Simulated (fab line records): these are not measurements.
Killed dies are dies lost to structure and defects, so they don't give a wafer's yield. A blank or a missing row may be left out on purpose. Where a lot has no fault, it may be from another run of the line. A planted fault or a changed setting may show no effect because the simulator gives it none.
Matching of chambers	flow n5_finfet	rie_diel-06 running N5_BEOL_M8_ETCH_66: 4 sister chambers
The step etches SOC in N2/H2, target depth 80 nm, overetch 16 nm, time 120 s. 8 wafers are shown with their chamber, then 8 later ones without.

== WAFERS WITH THEIR CHAMBER ==
wafer	chamber	drypump_motor_current_A (A)	showerhead_plenum_p_Torr (Torr)
L079.5	2	5.4	2.45
L081.2	3	6.6	2.57
L081.4	0	6.2	2.47
L081.5	1	4.8	2.41
L086.3	3	6.6	2.56
L086.4	1	4.9	2.40
L086.5	0	6.2	2.47
L091.1	2	5.4	2.44

== WAFERS WHOSE CHAMBER IS MISSING ==
wafer	drypump_motor_current_A (A)	showerhead_plenum_p_Torr (Torr)
L091.2	6.6	2.56
L091.3	6.2	2.46
L093.2	4.8	2.40
L093.3	6.3	2.46
L093.4	5.5	2.43
L097.2	6.6	2.55
L097.4	5.4	2.43
L097.5	6.6	2.55

== WHICH CHAMBER EACH ONE RAN IN ==
wafer	from the rows above	in truth
L091.2	3	3
L091.3	0	0
L093.2	1	1
L093.3	0	0
L093.4	2	2
L097.2	3	3
L097.4	2	2
L097.5	3	3
8 of 8 placed correctly. Left unplaced by these rows: 0. Number placed wrongly: 0.
How it was worked out, from the rows above alone: a wafer's distance from a chamber is the root of the sum, over the readings, of the square of ((its reading less the chamber's mean) divided by the reading's scatter). The wafer belongs to the nearest chamber; if the next one is less than 2 further off, it can't be placed. Each chamber's mean is taken over the wafers shown for it. How the scatter is found: for the shown wafers, subtract from each reading the mean of its chamber, square and add these, divide the total by (wafers less chambers), then take the root.
